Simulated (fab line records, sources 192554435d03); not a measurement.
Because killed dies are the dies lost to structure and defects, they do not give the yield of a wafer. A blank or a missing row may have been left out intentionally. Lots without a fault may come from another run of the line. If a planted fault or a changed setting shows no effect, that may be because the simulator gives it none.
Split-lot trial -- flow n5-finfet -- 21 wafers read from 7 lots, route of 1938 steps

SPLIT DETAILS
At N5_MOL_CONTACT_COAG_VIA_ETCH_117 (etches SiO2 in C4F6/O2, target depth 40 nm, overetch 8 nm, time 26 s), the setting bias-w was moved away from the recipe's 455 W on 8 of the 21 wafers read, by -17.3% to +11.7%. The other wafers ran this setting at the recipe's value.

The split's own step is where the reading is taken.

THE READING
rf-vpp-V, in V, at N5_MOL_CONTACT_COAG_VIA_ETCH_117 (etches SiO2 in C4F6/O2, target depth 40 nm, overetch 8 nm, time 26 s). Fault-free wafers of this fab line usually give 1585 V, standard deviation 15 V.

wafer,"tool, chamber at the split","bias-w as run, W",against the recipe,"rf-vpp-V, V",against lot-mates on the recipe
L075.2,"rie-diel-05, 1",421.9,-7.3%,1507,-74
L075.3,"rie-diel-05, 3",421.9,-7.3%,1479,-102
L075.4,"rie-diel-05, 2",455,recipe,1581,-
L077.1,"rie-diel-06, 3",376.2,-17.3%,1376,-204
L077.3,"rie-diel-06, 1",376.2,-17.3%,1386,-194
L077.4,"rie-diel-06, 2",455,recipe,1580,-
L078.1,"rie-diel-02, 2",455,recipe,1613,-
L078.3,"rie-diel-02, 0",455,recipe,1573,-
L078.6,"rie-diel-02, 2",508.1,+11.7%,1752,+159
L084.2,"rie-diel-05, 1",383.5,-15.7%,1401,-186
L084.4,"rie-diel-05, 1",455,recipe,1593,-
L084.6,"rie-diel-05, 0",455,recipe,1580,-
L087.1,"rie-diel-06, 0",455,recipe,1599,-
L087.5,"rie-diel-06, 2",455,recipe,1579,-
L087.6,"rie-diel-06, 1",455,recipe,1599,-
L088.2,"rie-diel-02, 3",455,recipe,1572,-
L088.3,"rie-diel-02, 0",455,recipe,1570,-
L088.6,"rie-diel-02, 0",401.8,-11.7%,1430,-141
L091.1,"rie-diel-02, 0",455,recipe,1572,-
L091.4,"rie-diel-02, 0",455,recipe,1571,-
L091.6,"rie-diel-02, 2",390.7,-14.1%,1438,-134

THE FIT
A straight line over all 21 wafers: rf-vpp-V changes by +12.1 V for each +1% of bias-w; r = +0.99; the points scatter about the line by 15 V.
The same after taking each lot's own level away (the mean of its wafers on the recipe; 21 wafers): +11.7 V for each +1%; r = +0.99; scatter 13 V.
Per that fit: largest bias-w move, reading shift of 2e+02 V.
The lots' own levels span 1571.0 to 1593.0 V, that is 1.5 times the standard deviation above.
Consequently the slope shifts little with the lot-to-lot level, the two slopes agreeing.
Check: -199 V against its lot-mates is what the line predicts for one of the wafers moved furthest among these (-17.3%) when that wafer is left out of the fit. Against them it came out at -204 V.
Tool readings at the split's step, against how far the setting was moved: rf-vpp-V r = +0.99.

THESE WAFERS: OTHER SPLITS
Other splits were also applied to these wafers ahead of the reading. Each is held against what the fit with the lots' levels taken away leaves over:
other split on the same wafers,wafers away from the commonest value,r with rf-vpp-V (lot level and that fit taken away)
N5_ILD0_CMP_03 down-force-psi,5,-0.17
N5_ILD0_ALD_15 ald-cycles,8,+0.19
N5_GATE_CUT_ETCH_56 icp-w,6,+0.17
N5_GATE_CUT_ETCH_58 source-w,10,-0.22
N5_GATE_CUT_CUT_ETCH_53 icp-w,9,+0.11
N5_MOL_CONTACT_COAG_COAT_78 spin-rpm,7,+0.07
N5_MOL_CONTACT_COAG_EXPOSE_81 dose-mj,6,-0.27

FILE'S OWN FIT
rf-vpp-V changes by +11.6 V for each +1% of bias-w, r = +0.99.
